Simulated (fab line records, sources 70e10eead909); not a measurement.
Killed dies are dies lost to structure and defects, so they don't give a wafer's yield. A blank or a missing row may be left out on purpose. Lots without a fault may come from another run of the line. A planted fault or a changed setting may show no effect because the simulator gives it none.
A struck lot beside a sound one | flow nand_harc | 29 steps out of a route of 1302
Sound: wafers L516.1, L516.2, L516.5. Struck: wafers L527.2, L527.4, L527.6. The cause comes at the end.
At each step with rows: each side's tool, then ch and its chambers, then its first start. Under that, the readings that differ: sound wafers | struck wafers | difference of the means | sigmas: that difference in standard deviations of wafers without a fault.
alike: readings whose means differ by less than 2 such deviations, and words and numbers that are the same on both sides. not compared: withheld readings, readings that some wafer has no value for, bounds like >300 that may hide the same value, and numbers for which the record gives no deviation and whose values overlap.
The two part at a step that has a row with sigmas, a row that says differs or no value, or rows on one side only. Numbers that don't overlap but have no deviation are shown without sigmas and don't part them. A reading that every wafer of one side lacks parts them only if that side has two wafers or more.

first, 1 step without rows for these wafers: NHARC_A_CONTACT_ETCH_121 (etches the open film in C4F8/O2/Ar, time 190 s, target depth 1850 nm).
NHARC_A_CONTACT_ETCH_122: etches the open film in C4F8/O2/Ar, time 190 s, target depth 1850 nm.
  sound on har_cap_etch-03 ch 0,1, day 22 05:26; struck on har_cap_etch-02 ch 0,1, day 26 16:14
  not compared: rf_hours_counter_h
then, 1 step without rows for these wafers: NHARC_A_CONTACT_ETCH_123 (etches the open film in C4F8/O2/Ar, time 490 s, target depth 2110 nm).
NHARC_A_CONTACT_ETCH_90: etches the open film in CH3F/O2, target depth 40 nm, time 85.7 s.
  sound on rie_diel-10 ch 0,1,3, day 22 06:35; struck on rie_diel-10 ch 0,2,3, day 26 17:20
  alike: bias_w, drypump_motor_current_A, mfc_ar_sccm, oes_product_au, rf_vpp_V, showerhead_plenum_p_Torr, throttle_valve_pct
  not compared: rf_hours_counter_h
then, 1 step without rows for these wafers: NHARC_A_CONTACT_ETCH_96 (etches the open film in C4F6/O2, target depth 20 nm, time 10 s).
NHARC_A_CONTACT_CD_MEAS_53:
  sound on cd_sem-03, day 22 06:48; struck on cd_sem-01, day 26 17:34
  alike: cd_nm
then, 3 steps without rows for these wafers: NHARC_A_CONTACT_STRIP_99 (strips in N2/H2); NHARC_A_CONTACT_STRIP_100 (strips in CF4/CHF3); NHARC_A_CONTACT_STRIP_101 (strips in O2/COS).
NHARC_A_CONTACT_ETCH_102: etches the open film in CF4/O2, target depth 100 nm, overetch 10 nm, time 55 s.
  sound on rie_diel-10 ch 0,1,3, day 22 07:06; struck on rie_diel-10 ch 0,3, day 26 17:52
  alike: bias_w, drypump_motor_current_A, mfc_ar_sccm, oes_product_au, rf_vpp_V, showerhead_plenum_p_Torr, throttle_valve_pct
  not compared: rf_hours_counter_h
then, 2 steps without rows for these wafers: NHARC_A_CONTACT_STRIP_55 (strips in O2); NHARC_A_CONTACT_STRIP_56 (strips in post etch residue remover, time 600 s).
NHARC_A_CONTACT_DEP_57: deposits aC, target thk 5300 nm.
  sound on acl_dep-03 ch 0, day 22 07:49; struck on acl_dep-01 ch 0, day 27 00:52
  alike: throttle_valve_pct
NHARC_A_CONTACT_DEP_58: deposits SiON, target thk 90 nm.
  sound on pecvd-04 ch 0,2, day 22 11:02; struck on pecvd-04 ch 1,2, day 27 03:34
  alike: heater_power_w
  not compared: since_wet_clean_h
then, 10 steps without rows for these wafers: NHARC_A_CONTACT_DEHYDRATE_59 (time 120 s); NHARC_A_CONTACT_HMDS_60 (time 30 s); NHARC_A_CONTACT_COAT_61 (time 75 s); NHARC_A_CONTACT_COAT_62 (time 65 s); NHARC_A_CONTACT_COAT_63 (resist thk 90 nm); NHARC_A_CONTACT_SOFTBAKE_64 (time 55 s); NHARC_A_CONTACT_EBR_65; NHARC_A_CONTACT_EXPOSE_66 (exposes mask A CC 2); NHARC_A_CONTACT_PEB_67 (peb time 65 s); NHARC_A_CONTACT_DEVELOP_68 (develop time 35 s).
NHARC_A_CONTACT_CD_MEAS_69: target cd 300 nm.
  sound on cd_sem-02 ch 0, day 22 11:38; struck on cd_sem-03 ch 0, day 27 04:18
  alike: cd_nm
NHARC_A_CONTACT_OVL_MEAS_70:
  sound on overlay-01, day 22 11:43; struck on overlay-02, day 27 04:23
  alike: overlay_x_nm, overlay_y_nm
NHARC_A_CONTACT_INSPECT_71:
  sound on defect_inspect-01, day 22 11:46; struck on defect_inspect-01, day 27 04:25
  reading          | sound     | struck         | difference | sigmas
  raw_defect_count | 76 95 106 | 1256 1217 1150 | +1115      | +29
NHARC_A_CONTACT_DESCUM_74: chemistry O2, time 3 s.
  sound on rie_diel-10 ch 1,2,3, day 22 11:50; struck on rie_diel-10 ch 0,1, day 27 04:29
  reading                         | sound          | struck         | difference | sigmas
  showerhead_plenum_p_Torr (Torr) | 1.94 1.77 1.92 | 2.00 2.08 2.08 | +0.18      | +2
  alike: drypump_motor_current_A, mfc_ar_sccm, oes_product_au, rf_vpp_V, throttle_valve_pct
  not compared: rf_hours_counter_h
-- the record jumps here: 3 days lie between the struck wafers' starts before and after (it left off in module A_CONTACT and takes up again in module END, whose first step shown is number 1302 of the route) --
NHARC_END_SORT_01:
  the record has rows for the struck wafers here (prober-01 ch 0, day 29 18:19) and none for the sound ones

WHERE THEY PART
First at NHARC_A_CONTACT_INSPECT_71; last, within this record, at NHARC_END_SORT_01.

WHY: what the simulator had put in
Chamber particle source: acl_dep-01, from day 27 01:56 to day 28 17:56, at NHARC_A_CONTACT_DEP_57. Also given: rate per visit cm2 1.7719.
